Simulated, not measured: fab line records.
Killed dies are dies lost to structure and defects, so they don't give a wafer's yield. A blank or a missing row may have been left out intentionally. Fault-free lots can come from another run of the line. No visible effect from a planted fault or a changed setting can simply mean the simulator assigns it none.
fab line records	flow n5_finfet
record lots=6	wafers=17	last_day=16
route steps=1938 shown DUMMY_GATE@213 BEOL_M4@1111 PASSIVATION@1936
lots untouched by any fault: they come from a run of this same line in which no faults occurred
start_h: start of the lot's first displayed wafer, in hours after the record's first day	wait_h: how many hours have passed since the lot's step before this one	" as in the row above	L1.1+2: a row that stands for several wafers	- no value, or no start was given	* or withheld: withheld	< > ~ a bound
route shown NAME@n: a module of which the file shows steps, and the number in the route of the first	usual: the fault-free wafers' mean and standard deviation	same: alike in all rows	chamber/n: place in a boat	sites: each site's reading	_std_site: standard deviation across them	_edge_site: mean of outer sites minus mean of inner sites	radius_mm: how far each site lies from the wafer's centre	mask NAME#n: copy n	behind: tool/chamber where the wafer was last shaped	hold: what put the lot on hold/how long, in hours/how the hold closed	device: the n, p or np transistor that did not switch	end of line: the tests these same wafers got at the end of their route	a step given without rows: its recipe and nothing more	killed: count of dies lost to structure and defects at first sort (not the wafer's yield)	map: dies across one wafer; x = killed, . = not, _ = none there
set.NAME: the setting the step ran with; set.NAME@STEP: the setting that earlier step ran with	model.NAME: the simulator's own value behind a step, which no gauge read
a table for each step, a row for each wafer; lots at some steps of the route
services: the hour from which a tool's chamber was out of use, counted from the record's first day as start_h (under 0 if before that day), plus the number of hours and why
## steps
# step N5_DUMMY_GATE_SRD_01
# recipe time_s=30	temp_c=23	rinse_liquid=diw	dry=ipa_marangoni
# step N5_DUMMY_GATE_ALD_02
# recipe material=SiO2	target_thk_a=20	temp_c=300	ald_precursor_family=BDEAS	ald_co_reactant=O2-plasma	pulse_time_s=1	pressure_torr=2
# usual heater_power_w=479/45	precursor_pulse_height_rel=1.000/0.02
# same pulse_time_s=1
lot.wafer	tool	chamber	start_h	wait_h	heater_power_w	precursor_pulse_height_rel
L662.1	ald_sin-02	0	52.90	0.5	623	0.980
L662.2	"	2	"	"	484	0.982
L662.3	"	1	"	"	491	0.983
L664.1	ald_sin-02	0	61.60	0.0	606	0.970
L664.3	"	1	"	"	494	1.017
L664.5	"	0	"	"	620	1.020
L672.1	ald_sin-01	3	110.29	0.0	487	0.991
L672.4	"	2	"	"	483	1.011
L672.6	"	1	"	"	436	1.046
L673.1	ald_sin-01	2	115.48	0.0	477	1.027
L673.2	"	1	"	"	428	0.960
L673.4	"	0	"	"	503	0.992
L679.2	ald_sin-01	2	151.65	0.0	482	0.994
L679.4	"	1	"	"	433	1.026
L679.5	"	3	"	"	493	0.964
L680.1	ald_sin-02	0	157.40	0.0	563	0.993
L680.4	"	2	"	"	462	0.970
# step N5_DUMMY_GATE_CVD_03
# recipe material=a-Si	target_thk_a=1500	temp_c=530	precursor=SiH4	time_s=8042
# step N5_DUMMY_GATE_PRECLEAN_46
# recipe chemistry=DIW	time_s=89.5	temp_c=23
# step N5_DUMMY_GATE_SRD_47
# recipe dry_time_s=32	dry=n2_spin	spin_rpm=1500
# step N5_DUMMY_GATE_CMP_04
# recipe material=a-Si	post_cmp_clean=alkaline_brush
# usual motor_current_A=10.0/1	time_to_endpoint_s=13.5/2.2
lot.wafer	tool	chamber	start_h	wait_h	motor_current_A	time_to_endpoint_s
L662.2	cmp-01	2	56.74	0.0	11.3	13.3
L662.1	"	3	"	"	9.2	11.1
L662.3	"	1	"	"	8.1	14.0
L664.1	cmp-01	3	65.50	0.1	9.4	10.7
L664.3	"	0	"	"	11.5	11.1
L664.5	"	2	"	"	11.2	15.0
L672.4	cmp-01	3	114.16	0.1	9.6	12.3
L672.1	"	0	"	"	11.3	10.3
L672.6	"	3	"	"	9.6	13.0
L673.2	cmp-02	0	125.60	0.0	10.9	13.3
L673.4	"	2	"	"	8.8	11.9
L673.1	"	3	"	"	9.2	14.3
L679.4	cmp-02	0	155.52	0.1	10.9	15.0
L679.2	"	1	"	"	11.3	13.7
L679.5	"	3	"	"	9.4	14.4
L680.1	cmp-02	2	161.25	0.0	9.3	15.7
L680.4	"	3	"	"	9.0	18.2
# step N5_DUMMY_GATE_THK_MEAS_05
# usual thk_nm=71.9/1.2
lot.wafer	tool	chamber	start_h	wait_h	thk_nm
L662.1	film_metro-01	-	56.98	0.2	70.8
L662.2	"	-	"	"	72.8
L662.3	"	-	"	"	71.6
L664.1	film_metro-02	-	65.68	0.1	71.1
L664.3	"	-	"	"	70.7
L664.5	"	-	"	"	71.4
L672.1	film_metro-01	-	114.37	0.1	71.6
L672.4	"	-	"	"	71.8
L672.6	"	-	"	"	71.3
L673.1	film_metro-01	-	125.85	0.1	72.3
L673.2	"	-	"	"	72.1
L673.4	"	-	"	"	71.3
L679.2	film_metro-01	-	155.73	0.1	72.0
L679.4	"	-	"	"	72.9
L679.5	"	-	"	"	73.2
L680.1	film_metro-01	-	161.50	0.2	70.2
L680.4	"	-	"	"	72.9
# step N5_DUMMY_GATE_HM_DEP_06
# recipe material=SiNx	target_thk_a=800	precursor=DCS/NH3	temp_c=700	pressure_mtorr=300	time_s=5141
# step N5_DUMMY_GATE_PECVD_30
# recipe material=SiO2	target_thk_a=550	temp_c=400	precursor=TEOS/O2	pressure_torr=6.5	rf_w=withheld	teos_flow_sccm=withheld	gas=O2	flow_sccm=2650	time_s=10.8
# step N5_DUMMY_GATE_COAT_34
# recipe resist=SOC	temp_c=250	time_s=60	spin_rpm=1500	resist_thk_nm=60
# step N5_DUMMY_GATE_COAT_35
# recipe resist=SiARC	temp_c=220	time_s=60	spin_rpm=1500	resist_thk_nm=10
# step N5_DUMMY_GATE_COAT_28
# recipe resist=underlayer	temp_c=205	time_s=60	spin_rpm=1500	resist_thk_nm=10
# step N5_DUMMY_GATE_COAT_09
# recipe resist=CAR-EUV	spin_rpm=1500	resist_thk_nm=30
# usual spin_speed_rpm=1500.0/0.93
lot.wafer	tool	chamber	start_h	wait_h	spin_speed_rpm	model.CAR-EUV_of_DUMMY_GATE_COAT_09.thk_nm
L662.1	litho_track-05	0	61.01	-	1499.7	30
L662.2	"	0	"	"	1499.8	30.2
L662.3	"	0	"	"	1499.7	30
L664.1	litho_track-01	0	69.71	-	1498.7	29.8
L664.3	"	0	"	"	1498.6	30
L664.5	"	0	"	"	1499.8	30
L672.1	litho_track-01	0	121.95	-	1239.8	33
L672.4	"	0	"	"	1238.8	33
L672.6	"	0	"	"	1239.7	33
L673.1	litho_track-01	0	129.88	-	1239.2	33
L673.2	"	0	"	"	1240.3	32.8
L673.4	"	0	"	"	1240.3	32.8
L679.2	litho_track-05	0	159.77	-	1499.8	30.2
L679.4	"	0	"	"	1499.1	30
L679.5	"	0	"	"	1499.8	30.2
L680.1	litho_track-05	0	165.53	-	1500.0	30
L680.4	"	0	"	"	1499.6	30
# step N5_DUMMY_GATE_EBR_11
# recipe solvent=PGMEA	ebr_width_mm=1.5
# step N5_DUMMY_GATE_SOFTBAKE_10
# recipe temp_c=110	time_s=60	resist=CAR-EUV
# step N5_DUMMY_GATE_EXPOSE_12
# recipe mask_id=GATE	na=0.33	source_shape=annular	sigma_inner=0.2	sigma_outer=0.6	polarization=unpolarized	target_cd_nm=25	dose_mj=34
# step N5_DUMMY_GATE_PEB_13
# recipe peb_temp_c=100	peb_time_s=60	resist=CAR-EUV
# step N5_DUMMY_GATE_DEVELOP_14
# recipe develop_time_s=30	developer=TMAH	resist=CAR-EUV	rinse_liquid=surfactant_rinse	dry=air_spin	dev_temp_c=23
# step N5_DUMMY_GATE_CD_MEAS_15
# recipe target_cd_nm=25.8	landing_energy_ev=500	detector=se_inlens
# usual cd_nm=24.97/0.24
lot.wafer	tool	chamber	start_h	wait_h	cd_nm
L662.1	cd_sem-02	0	61.40	-	24.51
L662.2	"	0	"	"	24.72
L662.3	"	0	"	"	24.73
L664.1	cd_sem-02	0	69.97	-	24.71
L664.3	"	0	"	"	25.23
L664.5	"	0	"	"	24.78
L672.1	cd_sem-02	0	122.21	-	24.85
L672.4	"	0	"	"	24.99
L672.6	"	0	"	"	24.80
L673.1	cd_sem-02	0	130.14	-	24.89
L673.2	"	0	"	"	25.13
L673.4	"	0	"	"	25.16
L679.2	cd_sem-02	0	160.03	-	24.52
L679.4	"	0	"	"	24.94
L679.5	"	0	"	"	25.08
L680.1	cd_sem-02	0	165.92	-	25.03
L680.4	"	0	"	"	24.75
# step N5_DUMMY_GATE_OVL_MEAS_16
# recipe points_per_wafer=522
# usual GATE_OVL=-0.1/0.57
lot.wafer	tool	chamber	start_h	wait_h	GATE_OVL[nm]
L662.1	overlay-02	0	61.44	0.0	-0.1
L662.2	"	0	"	"	-0.1
L662.3	"	0	"	"	-0.6
L664.1	overlay-02	0	70.01	0.0	-1.0
L664.3	"	0	"	"	-0.4
L664.5	"	0	"	"	0.0
L672.1	overlay-02	0	122.25	0.0	-1.1
L672.4	"	0	"	"	0.2
L672.6	"	0	"	"	0.2
L673.1	overlay-02	0	130.18	0.0	0.0
L673.2	"	0	"	"	0.1
L673.4	"	0	"	"	0.5
L679.2	overlay-02	0	160.07	0.0	-0.8
L679.4	"	0	"	"	-0.5
L679.5	"	0	"	"	-0.1
L680.1	overlay-02	0	165.96	0.0	0.2
L680.4	"	0	"	"	1.0
# step N5_DUMMY_GATE_INSPECT_17
# recipe mode=adi	inspect_instrument=brightfield
# usual raw_defect_count=206/51
lot.wafer	tool	chamber	start_h	wait_h	raw_defect_count
L662.1	defect_inspect-02	-	61.49	0.1	162
L662.2	"	-	"	"	162
L662.3	"	-	"	"	219
L664.1	defect_inspect-01	-	70.07	0.1	199
L664.3	"	-	"	"	282
L664.5	"	-	"	"	250
L672.1	defect_inspect-02	-	122.31	0.1	190
L672.4	"	-	"	"	176
L672.6	"	-	"	"	250
L673.1	defect_inspect-01	-	130.24	0.1	156
L673.2	"	-	"	"	128
L673.4	"	-	"	"	128
L679.2	defect_inspect-01	-	160.13	0.1	189
L679.4	"	-	"	"	175
L679.5	"	-	"	"	210
L680.1	defect_inspect-01	-	166.01	0.1	141
L680.4	"	-	"	"	166
# step N5_DUMMY_GATE_DESCUM_20
# recipe chemistry=O2	time_s=6.2	source_power_w=50	bias_power_w=20	pressure_mtorr=20	rf_frequency_hz=2.712e+07	temp_c=40	resist=CAR-EUV	o2_flow_sccm=225
# usual drypump_motor_current_A=5.5/0.43	o2_flow_sccm=225.0/0.62	oes_product_au=0.77/0.068	rf_vpp_V=243.0/1.3	showerhead_plenum_p_Torr=2.08/0.068	throttle_valve_pct=20.51/0.26
lot.wafer	tool	chamber	start_h	wait_h	drypump_motor_current_A	o2_flow_sccm	oes_product_au	rf_hours_counter_h	rf_vpp_V	showerhead_plenum_p_Torr	throttle_valve_pct
L662.1	rie_diel-04	2	61.53	0.0	4.8	225.4	0.71	248	242.9	2.06	20.62
L662.2	"	1	"	"	5.5	224.9	0.70	226	244.9	2.16	21.08
L662.3	"	0	"	"	6.0	224.2	0.84	83	242.8	2.02	20.30
L664.1	rie_diel-06	1	70.10	0.0	5.8	224.8	0.79	125	242.1	2.03	20.75
L664.3	"	0	"	"	6.4	225.2	0.83	49	243.6	2.11	19.95
L664.5	"	2	"	"	5.7	225.2	0.73	-	242.7	2.08	20.36
L672.1	rie_diel-06	0	122.34	0.0	6.4	223.9	0.82	63	244.4	2.10	19.97
L672.4	"	3	"	"	5.0	224.5	0.70	250	244.3	2.15	20.60
L672.6	"	2	"	"	5.7	225.5	0.72	-	242.4	2.08	20.37
L673.1	rie_diel-03	3	130.28	0.0	5.7	225.5	0.76	135	242.6	2.00	20.73
L673.2	"	0	"	"	5.7	224.8	0.76	129	238.7	1.95	20.58
L673.4	"	2	"	"	5.2	224.1	0.75	157	244.4	2.18	20.62
L679.2	rie_diel-04	3	160.17	0.0	4.9	223.9	0.71	189	241.2	2.06	20.40
L679.4	"	0	"	"	6.0	225.0	0.80	-	241.9	2.01	20.34
L679.5	"	2	"	"	4.8	226.1	0.92	-	243.2	2.05	20.25
L680.1	rie_diel-03	2	166.05	0.0	5.1	225.2	0.74	170	243.8	2.18	20.65
L680.4	"	3	"	"	5.7	225.2	0.75	-	241.3	2.00	20.74
# step N5_DUMMY_GATE_ETCH_29
# recipe chemistry=N2/H2	target=underlayer	target_depth_a=130	ion_energy_ev=200	pressure_mtorr=30	source_w=840	bias_w=150	n2_flow_sccm=200	h2_flow_sccm=200
# usual drypump_motor_current_A=5.5/0.43	oes_product_au=0.77/0.068	rf_vpp_V=523.5/2.4	showerhead_plenum_p_Torr=2.53/0.081	throttle_valve_pct=17.99/0.22
lot.wafer	tool	chamber	start_h	wait_h	drypump_motor_current_A	oes_product_au	rf_hours_counter_h	rf_vpp_V	showerhead_plenum_p_Torr	throttle_valve_pct
L662.1	rie_diel-04	2	61.59	0.0	4.8	0.69	248	522.4	2.51	18.08
L662.2	"	1	"	"	5.5	0.70	226	525.2	2.61	18.51
L662.3	"	0	"	"	6.0	0.84	83	522.5	2.48	17.94
L664.1	rie_diel-06	1	70.16	0.0	5.8	0.80	125	520.6	2.46	18.18
L664.3	"	0	"	"	6.4	0.83	49	525.5	2.58	17.62
L664.5	"	2	"	"	5.7	0.72	-	524.1	2.52	17.76
L672.1	rie_diel-06	0	122.41	0.0	6.4	0.81	63	524.7	2.58	17.65
L672.4	"	3	"	"	5.0	0.69	250	526.8	2.61	18.00
L672.6	"	2	"	"	5.7	0.71	-	523.0	2.51	17.78
L673.1	rie_diel-03	3	130.34	0.0	5.8	0.76	135	522.7	2.45	18.18
L673.2	"	0	"	"	5.7	0.76	129	517.7	2.36	18.09
L673.4	"	2	"	"	5.2	0.73	157	526.0	2.65	18.11
L679.2	rie_diel-04	3	160.23	0.0	4.9	0.73	189	523.3	2.53	17.99
L679.4	"	0	"	"	6.0	0.81	-	523.3	2.46	18.00
L679.5	"	2	"	"	4.8	0.89	-	523.5	2.49	17.67
L680.1	rie_diel-03	2	166.11	0.0	5.2	0.73	170	525.7	2.65	18.12
L680.4	"	3	"	"	5.7	0.75	-	520.8	2.44	18.19
# step N5_DUMMY_GATE_ETCH_36
# recipe chemistry=CF4	target=SiARC	target_depth_a=130	pressure_mtorr=40	source_w=545	bias_w=36	Ar_flow_sccm=100	cf4_flow_sccm=100	ion_energy_ev=80
# usual drypump_motor_current_A=5.5/0.43	mfc_ar_sccm=100.01/0.26	oes_product_au=0.77/0.068	rf_vpp_V=184.0/1.2	showerhead_plenum_p_Torr=2.13/0.067	throttle_valve_pct=15.70/0.25
lot.wafer	tool	chamber	start_h	wait_h	drypump_motor_current_A	mfc_ar_sccm	oes_product_au	rf_hours_counter_h	rf_vpp_V	showerhead_plenum_p_Torr	throttle_valve_pct	model.CAR-EUV_of_DUMMY_GATE_COAT_09.thk_nm
L662.1	rie_diel-04	2	61.63	0.0	4.8	100.16	0.69	248	183.4	2.11	15.78	11.6
L662.2	"	1	"	"	5.5	100.54	0.70	226	186.2	2.21	16.21	11.4
L662.3	"	0	"	"	6.0	99.81	0.85	83	183.0	2.08	15.56	11.2
L664.1	rie_diel-06	1	70.20	0.0	5.8	99.73	0.80	125	182.4	2.08	15.84	10.8
L664.3	"	0	"	"	6.4	99.87	0.82	49	184.5	2.16	15.25	11.6
L664.5	"	2	"	"	5.6	100.27	0.71	-	184.3	2.14	15.64	11.8
L672.1	rie_diel-06	0	122.45	0.0	6.4	100.23	0.81	63	185.7	2.16	15.28	14.6
L672.4	"	3	"	"	5.0	99.68	0.69	250	183.6	2.18	15.73	14.8
L672.6	"	2	"	"	5.6	99.50	0.71	-	183.6	2.14	15.69	14.8
L673.1	rie_diel-03	3	130.38	0.0	5.6	100.13	0.76	135	182.5	2.06	15.98	14.6
L673.2	"	0	"	"	5.7	100.49	0.75	129	182.4	1.99	15.64	14.6
L673.4	"	2	"	"	5.2	100.44	0.74	157	186.1	2.23	15.84	14.4
L679.2	rie_diel-04	3	160.27	0.0	4.9	99.23	0.74	189	183.7	2.13	15.82	11
L679.4	"	0	"	"	6.0	99.54	0.81	-	182.8	2.07	15.65	11.2
L679.5	"	2	"	"	4.8	100.16	0.89	-	184.0	2.10	15.34	11.4
L680.1	rie_diel-03	2	166.15	0.0	5.1	100.00	0.73	170	184.7	2.23	15.86	11.6
L680.4	"	3	"	"	5.7	99.99	0.76	-	182.5	2.06	16.01	11.6
# step N5_DUMMY_GATE_ETCH_37
# recipe chemistry=N2/H2	target=SOC	target_depth_a=600	overetch_a=300	temp_c=40	ion_energy_ev=200	pressure_mtorr=30	source_w=840	bias_w=150	n2_flow_sccm=200	h2_flow_sccm=200
# usual drypump_motor_current_A=5.6/0.43	oes_product_au=0.61/0.051	rf_vpp_V=523.5/2.6	showerhead_plenum_p_Torr=2.53/0.081	throttle_valve_pct=17.92/0.22
lot.wafer	tool	chamber	start_h	wait_h	drypump_motor_current_A	oes_product_au	rf_hours_counter_h	rf_vpp_V	showerhead_plenum_p_Torr	throttle_valve_pct
L662.1	rie_diel-04	2	61.67	0.0	4.8	0.56	248	521.4	2.51	18.00
L662.2	"	1	"	"	5.5	0.55	226	527.2	2.61	18.45
L662.3	"	0	"	"	6.0	0.66	83	521.9	2.48	17.86
L664.1	rie_diel-06	1	70.24	0.0	5.8	0.62	125	522.9	2.46	18.11
L664.3	"	0	"	"	6.4	0.66	49	524.2	2.58	17.55
L664.5	"	2	"	"	5.7	0.58	-	523.5	2.52	17.69
L672.1	rie_diel-06	0	122.49	0.0	6.4	0.65	63	525.3	2.58	17.60
L672.4	"	3	"	"	5.0	0.55	250	525.7	2.61	17.95
L672.6	"	2	"	"	5.7	0.57	-	523.3	2.51	17.72
L673.1	rie_diel-03	3	130.42	0.0	5.7	0.61	136	522.2	2.45	18.10
L673.2	"	0	"	"	5.7	0.61	129	518.8	2.36	18.01
L673.4	"	2	"	"	5.2	0.59	157	527.2	2.65	18.02
L679.2	rie_diel-04	3	160.31	0.0	4.9	0.57	189	524.7	2.53	17.93
L679.4	"	0	"	"	6.0	0.64	-	520.7	2.46	17.93
L679.5	"	2	"	"	4.8	0.71	-	523.5	2.49	17.58
L680.1	rie_diel-03	2	166.19	0.0	5.2	0.58	170	525.5	2.65	18.04
L680.4	"	3	"	"	5.7	0.61	-	519.7	2.44	18.14
# step N5_BEOL_M4_RC_MEAS_101
# usual DIBL_N=35.9/1.7	DIBL_P=35.8/2.2	IOFF_N=0.15/0.03	IOFF_P=0.21/0.036	ION_N=674/12	ION_P=463/7.2	SS_N=71.3/0.59	SS_P=73.1/0.69	VT_N=250/3	VT_P=-251/3.2
lot.wafer	tool	chamber	start_h	wait_h	DIBL_N[mV/V]	DIBL_P[mV/V]	IOFF_N[nA/um]	IOFF_P[nA/um]	ION_N[uA/um]	ION_P[uA/um]	SS_N[mV/dec]	SS_P[mV/dec]	VT_N[mV]	VT_P[mV]
L662.1	prober-01	0	177.11	0.1	36.4	35.7	0.16	0.24	672	464	71.5	73.7	248	-248
L662.2	"	0	"	"	33.9	34.0	0.12	0.22	654	457	71.9	72.8	251	-249
L662.3	"	0	"	"	37.6	37.5	0.18	0.27	678	473	72.1	74.2	250	-247
L664.1	prober-01	0	186.03	0.0	37.2	37.6	0.18	0.23	682	464	71.9	73.4	249	-251
L664.3	"	0	"	"	36.8	36.5	0.17	0.22	683	470	71.4	73.9	248	-249
L664.5	"	0	"	"	37.8	38.2	0.19	0.25	678	469	72.3	74.0	248	-250
L672.1	prober-02	0	246.03	0.0	34.8	34.7	0.13	0.21	664	466	70.6	72.4	252	-251
L672.4	"	0	"	"	37.3	38.1	0.18	0.28	690	478	71.7	73.6	246	-244
L672.6	"	0	"	"	33.7	33.0	0.11	0.18	653	457	71.7	71.7	253	-253
L673.1	prober-01	0	255.26	0.0	33.3	32.3	0.12	0.15	665	457	71.4	72.4	256	-255
L673.2	"	0	"	"	36.2	37.3	0.17	0.23	681	469	71.5	73.4	247	-248
L673.4	"	0	"	"	36.8	37.4	0.17	0.23	682	467	71.9	73.7	249	-250
L679.2	prober-01	0	292.35	0.2	34.4	33.1	0.14	0.18	676	460	70.5	72.7	254	-252
L679.4	"	0	"	"	34.6	34.8	0.14	0.22	668	462	70.9	73.2	253	-246
L679.5	"	0	"	"	35.0	36.0	0.15	0.23	662	458	70.9	73.6	250	-247
L680.1	prober-02	0	292.92	0.0	37.5	37.8	0.18	0.26	683	476	71.2	73.2	248	-246
L680.4	"	0	"	"	36.1	36.4	0.15	0.26	665	468	71.5	72.7	250	-246
# step N5_PASSIVATION_PROBE_49
# usual defect_limited_yield=91.0/1.5	killed_at_M0_to_M3=35/12	killed_at_M4_up=15/5.8	killed_at_contacts=14/7.2	killed_at_front_end=40/10	killed_at_other=3/3	killed_dies=106/18	killed_open=68/14	killed_short=35/7.2	sort_bin_5_function=5.2/0.96	sort_bin_6_memory=3.3/0.69	sort_bin_8_speed=0.00/0.022	sort_n_pass=1074/18	sort_yield_pct=91.0/1.5
# same gross_dies=1180	killed_at_back_side=0	sort_bin_4_leakage[%]=0
lot.wafer	tool	chamber	start_h	wait_h	defect_limited_yield[%]	killed_at_M0_to_M3	killed_at_M4_up	killed_at_contacts	killed_at_front_end	killed_at_other	killed_dies	killed_open	killed_short	sort_bin_5_function[%]	sort_bin_6_memory[%]	sort_bin_8_speed[%]	sort_n_pass	sort_yield_pct[%]
L662.1	prober-01	-	280.32	0.0	92.3	28	14	6	38	5	91	63	27	4.9	2.5	0	1089	92.3
L662.2	prober-01	-	280.37	0.1	92.0	22	12	11	47	2	94	50	35	4.3	2.9	0	1086	92.0
L662.3	prober-01	-	280.42	0.1	90.6	50	11	5	43	2	111	71	40	6.2	2.7	0	1069	90.6
L672.1	prober-02	-	346.35	0.8	91.8	30	22	16	26	3	97	57	36	4.3	3.4	0	1083	91.8
L672.4	prober-02	-	346.50	1.0	92.2	26	12	12	38	4	92	55	35	4.0	3.2	0	1088	92.2
L672.6	prober-02	-	346.60	1.1	91.7	20	13	20	39	6	98	61	28	5.3	2.5	0	1082	91.7
L673.1	prober-02	-	360.28	0.6	90.8	43	12	10	44	0	109	63	43	5.8	3.5	0	1071	90.8
L673.2	prober-02	-	360.33	0.6	89.2	60	27	6	32	3	128	81	43	6.6	3.7	0	1052	89.2
L673.4	prober-02	-	360.43	0.7	87.5	64	10	18	55	0	147	102	39	6.4	5.3	0	1033	87.5
L679.2	prober-02	-	385.80	0.1	90.0	29	21	15	52	1	118	73	44	6.1	3.7	0	1062	90.0
L679.4	prober-02	-	385.90	0.2	90.9	33	14	14	44	2	107	72	30	5.7	3.0	0	1073	90.9
L679.5	prober-02	-	385.95	0.2	90.3	18	23	19	52	2	114	71	32	5.8	3.3	0	1066	90.3
# killed by level:class
L662.1 STI_FIN_REVEAL:geometric_particle:open=16 BEOL_M0_SAQP:geometric_particle:open=12 FIN_SAQP:geometric_particle:open=9 BEOL_M4:geometric_particle:open=7 FIN_SAQP:geometric_particle:short=6 BEOL_M0_SAQP:geometric_particle:short=6 MOL_CONTACT_COAG:geometric_particle:open=4 BEOL_M2:geometric_particle:open=4
L662.2 FIN_SAQP:geometric_particle:short=14 MOL_CONTACT_COAG:geometric_particle:open=8 FIN_SAQP:geometric_particle:open=6 BEOL_M0_SAQP:geometric_particle:open=6 BEOL_M0_SAQP:geometric_particle:short=5 BEOL_M1:geometric_particle:open=5 HKMG_FIN:area_etch=5 STI_FIN_REVEAL:geometric_particle:open=4
L662.3 BEOL_M1:geometric_particle:open=14 FIN_SAQP:geometric_particle:short=12 BEOL_M0_SAQP:geometric_particle:open=10 BEOL_M0_SAQP:geometric_particle:short=8 STI_FIN_REVEAL:geometric_particle:open=6 BEOL_M3:geometric_particle:open=6 BEOL_M0:geometric_particle:open=5 FIN_SAQP:geometric_particle:open=4
L672.1 MOL_CONTACT_COAG:geometric_particle:open=11 BEOL_M4:geometric_particle:open=11 BEOL_M0_SAQP:geometric_particle:short=8 BEOL_M1:geometric_particle:open=8 FIN_SAQP:geometric_particle:open=5 MOL_CONTACT_COAG:geometric_particle:short=5 BEOL_M1:geometric_particle:short=5 STI_FIN_REVEAL:geometric_particle:open=3
L672.4 FIN_SAQP:geometric_particle:short=14 FIN_SAQP:geometric_particle:open=10 MOL_CONTACT_COAG:geometric_particle:open=10 BEOL_M0_SAQP:geometric_particle:open=9 BEOL_M0_SAQP:geometric_particle:short=6 BEOL_M2:geometric_particle:open=5 BEOL_M4:geometric_particle:open=5 BEOL_M3:geometric_particle:open=4
L672.6 MOL_CONTACT_COAG:geometric_particle:open=15 BEOL_M0_SAQP:geometric_particle:open=11 FIN_SAQP:geometric_particle:open=8 BEOL_M0_SAQP:geometric_particle:short=6 HKMG_FIN:area_etch=6 MOL_CONTACT_COAG:geometric_particle:short=5 MIM_TOP_ETCH:geometric_particle:open=4 STARTING-WAFER:geometric_particle:open=4
L673.1 GATE_CUT:geometric_particle:short=11 BEOL_M0_SAQP:geometric_particle:short=10 FIN_SAQP:geometric_particle:open=8 MOL_CONTACT_COAG:geometric_particle:open=8 BEOL_M1:geometric_particle:open=8 BEOL_M0_SAQP:geometric_particle:open=7 FIN_SAQP:geometric_particle:short=6 BEOL_M4:geometric_particle:open=6
L673.2 BEOL_M4:geometric_particle:open=10 BEOL_M1:geometric_particle:open=9 BEOL_M2:geometric_particle:open=9 BEOL_M3:geometric_particle:open=8 FIN_SAQP:geometric_particle:open=7 FIN_SAQP:geometric_particle:short=6 BEOL_M0_SAQP:geometric_particle:open=6 BEOL_M0:geometric_particle:short=6
L673.4 FIN_SAQP:geometric_particle:open=24 BEOL_M1:geometric_particle:open=16 MOL_CONTACT_COAG:geometric_particle:open=13 BEOL_M0_SAQP:geometric_particle:open=12 BEOL_M2:geometric_particle:open=12 FIN_SAQP:geometric_particle:short=11 BEOL_M0:geometric_particle:open=7 STI_FIN_REVEAL:geometric_particle:open=7
L679.2 FIN_SAQP:geometric_particle:open=15 MOL_CONTACT_COAG:geometric_particle:open=12 FIN_SAQP:geometric_particle:short=11 BEOL_M0_SAQP:geometric_particle:short=10 BEOL_M4:geometric_particle:open=8 BEOL_M2:geometric_particle:open=7 GATE_CUT:geometric_particle:short=6 STARTING-WAFER:geometric_particle:short=6
L679.4 FIN_SAQP:geometric_particle:open=15 MOL_CONTACT_COAG:geometric_particle:open=13 FIN_SAQP:geometric_particle:short=11 BEOL_M0_SAQP:geometric_particle:open=10 BEOL_M0_SAQP:geometric_particle:short=9 BEOL_M4:geometric_particle:open=5 BEOL_M2:geometric_particle:open=4 STI_FIN_REVEAL:geometric_particle:open=4
L679.5 MOL_CONTACT_COAG:geometric_particle:open=14 FIN_SAQP:geometric_particle:open=11 FIN_SAQP:geometric_particle:short=9 STI_FIN_REVEAL:geometric_particle:open=9 BEOL_M0_SAQP:geometric_particle:open=7 BEOL_M4:geometric_particle:open=7 BEOL_M5:geometric_particle:open=6 HKMG_FIN:area_etch=6
## services
tool	chamber	start_h	hours	kind
rie_diel-03	2	35.40	2.9	repair
ald_sin-02	1	37.87	12.0	repair
rie_diel-03	3	47.03	9.6	repair
rie_diel-04	3	51.94	10.1	repair
rie_diel-04	2	66.67	-	clean
rie_diel-04	2	66.67	-	consumable_replace:focus_ring
rie_diel-04	2	66.67	14.4	scheduled_down
rie_diel-04	2	66.67	14.4	vent_cycle
ald_sin-02	-	85.82	14.0	pm
rie_diel-03	1	101.96	13.8	repair
ald_sin-01	2	102.19	2.7	repair
cmp-01	-	112.66	0.5	repair
rie_diel-06	3	124.83	-	clean
rie_diel-06	3	124.83	-	consumable_replace:focus_ring
rie_diel-06	3	124.83	16.8	scheduled_down
rie_diel-06	3	124.83	16.8	vent_cycle
cmp-02	-	131.08	4.9	pm
rie_diel-04	3	133.22	25.4	repair
cmp-02	-	138.64	0.2	repair
rie_diel-04	-	156.34	0.4	repair
rie_diel-04	1	158.58	-	clean
rie_diel-03	0	159.43	22.4	repair
cmp-01	-	162.70	15.1	pm
rie_diel-06	-	162.87	1.0	repair
## key
first_sign step=N5_DUMMY_GATE_COAT_09	reading=spin_speed_rpm	direction=down	sigmas=99+	usual=*	struck=*
effect none on later readings
model_effect step=N5_DUMMY_GATE_COAT_09	value=CAR-EUV_of_DUMMY_GATE_COAT_09.thk_nm	without=29.93	struck=32.93
model_effect step=N5_DUMMY_GATE_ETCH_36	value=CAR-EUV_of_DUMMY_GATE_COAT_09.thk_nm	without=11.63	struck=14.63
met_at N5_DUMMY_GATE_COAT_09
struck_wafers L672.1,L672.4,L672.6,L673.1,L673.2,L673.4
onset_between 69.71 121.95
fault kind=process_parameter_drift	tool=litho_track-01	chamber=-	onset_h=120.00	steps=N5_DUMMY_GATE_COAT_09	channel=spin_rpm	offset=*	shape=step	end_h=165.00	acts_in=*	stated=*
